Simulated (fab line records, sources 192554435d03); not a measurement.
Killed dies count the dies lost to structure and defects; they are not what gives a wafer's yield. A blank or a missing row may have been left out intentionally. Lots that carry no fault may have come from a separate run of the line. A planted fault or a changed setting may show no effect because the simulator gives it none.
Chamber matching || flow n5_finfet || N5_BEOL_M9_DEP_56 on pecvd-02: 3 sister chambers
The step deposits SiCN from 3MS/NH3, target thk 15 nm, time 26.5 s. 16 wafers are shown with their chamber, then 8 later ones without.

WAFERS PAIRED WITH THEIR CHAMBERS
{"wafer": "L076.1", "chamber": 1, "throttle_valve_pct (%)": 9.9, "showerhead_plenum_p_Torr (Torr)": 3.635}
{"wafer": "L076.2", "chamber": 0, "throttle_valve_pct (%)": 8.7, "showerhead_plenum_p_Torr (Torr)": 3.664}
{"wafer": "L076.5", "chamber": 2, "throttle_valve_pct (%)": 8.7, "showerhead_plenum_p_Torr (Torr)": 3.641}
{"wafer": "L078.3", "chamber": 1, "throttle_valve_pct (%)": 9.9, "showerhead_plenum_p_Torr (Torr)": 3.628}
{"wafer": "L078.5", "chamber": 2, "throttle_valve_pct (%)": 8.9, "showerhead_plenum_p_Torr (Torr)": 3.639}
{"wafer": "L078.6", "chamber": 0, "throttle_valve_pct (%)": 9.0, "showerhead_plenum_p_Torr (Torr)": 3.669}
{"wafer": "L081.1", "chamber": 2, "throttle_valve_pct (%)": 8.8, "showerhead_plenum_p_Torr (Torr)": 3.639}
{"wafer": "L081.2", "chamber": 1, "throttle_valve_pct (%)": 9.8, "showerhead_plenum_p_Torr (Torr)": 3.633}
{"wafer": "L081.3", "chamber": 0, "throttle_valve_pct (%)": 9.0, "showerhead_plenum_p_Torr (Torr)": 3.675}
{"wafer": "L082.1", "chamber": 1, "throttle_valve_pct (%)": 10.0, "showerhead_plenum_p_Torr (Torr)": 3.643}
{"wafer": "L082.3", "chamber": 2, "throttle_valve_pct (%)": 8.9, "showerhead_plenum_p_Torr (Torr)": 3.650}
{"wafer": "L082.6", "chamber": 1, "throttle_valve_pct (%)": 9.7, "showerhead_plenum_p_Torr (Torr)": 3.630}
{"wafer": "L088.2", "chamber": 0, "throttle_valve_pct (%)": 8.8, "showerhead_plenum_p_Torr (Torr)": 3.660}
{"wafer": "L088.5", "chamber": 1, "throttle_valve_pct (%)": 9.9, "showerhead_plenum_p_Torr (Torr)": 3.645}
{"wafer": "L088.6", "chamber": 0, "throttle_valve_pct (%)": 8.4, "showerhead_plenum_p_Torr (Torr)": 3.666}
{"wafer": "L092.1", "chamber": 0, "throttle_valve_pct (%)": 8.8, "showerhead_plenum_p_Torr (Torr)": 3.671}

SIGNATURES (means of the wafers above)
{"reading": "throttle_valve_pct", "chamber 0": 8.783, "chamber 1": 9.867, "chamber 2": 8.825, "scatter within a chamber": 0.159}
{"reading": "showerhead_plenum_p_Torr", "chamber 0": 3.66750, "chamber 1": 3.63567, "chamber 2": 3.64225, "scatter within a chamber": 0.00597}
Rule: a wafer's distance from a chamber is the root of the sum, over the readings, of the square of ((its reading less the chamber's mean) divided by the reading's scatter). The wafer belongs to the nearest chamber; if the next one is less than 2 further off, it can't be placed. How the scatter is found: for the shown wafers, subtract from each reading the mean of its chamber, square and add these, divide the total by (wafers less chambers), then take the root.

WAFERS WITH NO CHAMBER GIVEN
{"wafer": "L092.4", "throttle_valve_pct (%)": 9.8, "showerhead_plenum_p_Torr (Torr)": 3.637}
{"wafer": "L092.6", "throttle_valve_pct (%)": 9.0, "showerhead_plenum_p_Torr (Torr)": 3.659}
{"wafer": "L093.1", "throttle_valve_pct (%)": 8.8, "showerhead_plenum_p_Torr (Torr)": 3.667}
{"wafer": "L093.3", "throttle_valve_pct (%)": 9.0, "showerhead_plenum_p_Torr (Torr)": 3.638}
{"wafer": "L093.5", "throttle_valve_pct (%)": 8.8, "showerhead_plenum_p_Torr (Torr)": 3.670}
{"wafer": "L097.2", "throttle_valve_pct (%)": 9.9, "showerhead_plenum_p_Torr (Torr)": 3.643}
{"wafer": "L097.3", "throttle_valve_pct (%)": 8.8, "showerhead_plenum_p_Torr (Torr)": 3.673}
{"wafer": "L097.6", "throttle_valve_pct (%)": 9.0, "showerhead_plenum_p_Torr (Torr)": 3.664}

WHICH CHAMBER EACH ONE RAN IN
{"wafer": "L092.4", "from the rows above": 1, "in truth": 1}
{"wafer": "L092.6", "from the rows above": "can't be placed: 0 or 2", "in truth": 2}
{"wafer": "L093.1", "from the rows above": 0, "in truth": 0}
{"wafer": "L093.3", "from the rows above": 2, "in truth": 2}
{"wafer": "L093.5", "from the rows above": 0, "in truth": 0}
{"wafer": "L097.2", "from the rows above": 1, "in truth": 1}
{"wafer": "L097.3", "from the rows above": 0, "in truth": 0}
{"wafer": "L097.6", "from the rows above": 0, "in truth": 0}
Correctly placed: 7 of 8. Cannot be placed on the basis of these rows: 1; the candidates contain the true chamber in 1. Placed wrongly: 0.
